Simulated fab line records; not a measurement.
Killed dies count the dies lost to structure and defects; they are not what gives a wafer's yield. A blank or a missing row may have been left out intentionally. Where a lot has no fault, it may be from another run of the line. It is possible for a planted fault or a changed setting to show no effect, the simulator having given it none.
Struck lot and sound lot, side by side    flow n5Finfet    36 out of 1938 route steps
Sound: wafers L317.1, L317.3, L317.4. The struck wafers were L304.1, L304.4, L304.5. The cause is named last.
Per side, at each step with rows, come the tool, then ch with its chambers, and then its first start. Under that, the readings that differ: sound wafers    struck wafers    difference of the means    sigmas: that difference in standard deviations of wafers without a fault.
alike: same words and numbers on both sides, and readings whose means sit less than 2 such deviations apart. not compared: any withheld reading, any reading some wafer has no value for, any bound like >300 that may hide the same value, and any number with overlapping values for which the record gives no deviation.
A row with sigmas, a row that says differs or no value, or rows on one side alone: a step with any of these is where the two part. Numbers that have no deviation but don't overlap get no sigmas and don't part them. Lack of a reading on every wafer of one side parts them only where that side has two or more wafers.

first, 9 steps without rows for these wafers: N5_BEOL_M4_ANNEAL_95 (time 240 s); N5_BEOL_M4_SPUTTER_96 (material Cu, target thk 4.5 nm, time 8.29 s); N5_BEOL_M4_ECD_50 (material Cu, target thk 300 nm); N5_BEOL_M4_ANNEAL_51 (time 90 s); N5_BEOL_M4_CMP_52 (polishes, stops on SiOC, t overpolish 6.8 s, target thk 40 nm); N5_BEOL_M4_PRE_CLEAN_60 (time 15 s); N5_BEOL_M4_CO_CAP_55 (material Co, precursor CCTBA/H2, target thk 2 nm, time 102.1 s); N5_BEOL_M4_PRE_CLEAN_56 (time 15 s); N5_BEOL_M4_DEP_57 (deposits SiCN from 3MS/NH3, target thk 8 nm, time 14 s).
N5_BEOL_M4_RC_MEAS_101:
  sound on prober-01 ch 0, day 16 02:31; struck on prober-02 ch 0, day 13 01:47
  alike: DIBL_N, DIBL_P, IOFF_N, IOFF_P, ION_N, ION_P, SS_N, SS_P, VT_N, VT_P
then, 24 steps without rows for these wafers: N5_BEOL_M5_ILD_DEP_00 (deposits SiCOH lowk from DEMS/porogen, target thk 140.64 nm, time 25.9 s); N5_BEOL_M5_CURE_79 (cures SiCOH lowk, time 240 s); N5_BEOL_M5_PECVD_70 (deposits SiO2 from TEOS/O2, target thk 16 nm, time 18 s); N5_BEOL_M5_HM_DEP_02 (deposits TiN, target thk 20 nm); N5_BEOL_M5_COAT_59 (time 60 s, resist thk 60 nm); N5_BEOL_M5_COAT_60 (time 60 s, resist thk 12 nm); N5_BEOL_M5_COAT_71 (time 60 s, resist thk 5 nm); N5_BEOL_M5_COAT_05 (resist thk 30 nm); N5_BEOL_M5_EBR_07; N5_BEOL_M5_SOFTBAKE_06 (time 60 s); N5_BEOL_M5_EXPOSE_08 (exposes mask M5, target cd 28 nm); N5_BEOL_M5_PEB_09 (peb time 60 s); N5_BEOL_M5_DEVELOP_10 (develop time 30 s); N5_BEOL_M5_DESCUM_16 (chemistry O2, time 7 s); N5_BEOL_M5_ETCH_72 (etches underlayer in N2/H2, target depth 6.5 nm, time 5.2 s); N5_BEOL_M5_ETCH_61 (etches SiARC in CF4, target depth 15.6 nm, time 26 s); N5_BEOL_M5_ETCH_62 (etches SOC in N2/H2, target depth 75 nm, overetch 15 nm, time 112.5 s); N5_BEOL_M5_STRIP_63 (strips in N2/H2); N5_BEOL_M5_STRIP_73 (strips in N2/H2); N5_BEOL_M5_STRIP_64 (strips in CF4); N5_BEOL_M5_HM_OPEN_17 (chemistry Cl2/BCl3, target TiN, target depth 20 nm, overetch 6 nm); N5_BEOL_M5_STRIP_19 (strips in O2); N5_BEOL_M5_COAT_65 (time 60 s, resist thk 60 nm); N5_BEOL_M5_COAT_66 (time 60 s, resist thk 12 nm).
-- the record jumps here: 3 days lie between the struck wafers' starts before and after (it left off in module BEOL_M5 and takes up again in module BEOL_M14, whose first step shown is number 1732 of the route) --
N5_BEOL_M14_STRIP_63: strips in O2.
  sound on rieDiel-03 ch 0,2,3, day 19 07:00; struck on rieDiel-04 ch 0,2,3, day 16 13:00
  no value came back on the struck wafers for any of 8 readings (biasPowerW (W), chamberPressureMTorr (mTorr) and others); on the sound wafers biasPowerW (W) reads 0 0 0
reading                                    sound  struck           difference  sigmas
model.coat_of_BEOL_M14_COAT_04.thkNm (nm)  0 0 0  455 449.8 444.2  +450        
N5_PASSIVATION_PROBE_49:
  only the struck wafers here have rows in the record (prober-02, day 17 19:22); the sound ones have none

WHERE THEY PART
Last at N5_PASSIVATION_PROBE_49 as far as this record goes, first at N5_BEOL_M14_STRIP_63.

WHY: whatever the simulator had introduced
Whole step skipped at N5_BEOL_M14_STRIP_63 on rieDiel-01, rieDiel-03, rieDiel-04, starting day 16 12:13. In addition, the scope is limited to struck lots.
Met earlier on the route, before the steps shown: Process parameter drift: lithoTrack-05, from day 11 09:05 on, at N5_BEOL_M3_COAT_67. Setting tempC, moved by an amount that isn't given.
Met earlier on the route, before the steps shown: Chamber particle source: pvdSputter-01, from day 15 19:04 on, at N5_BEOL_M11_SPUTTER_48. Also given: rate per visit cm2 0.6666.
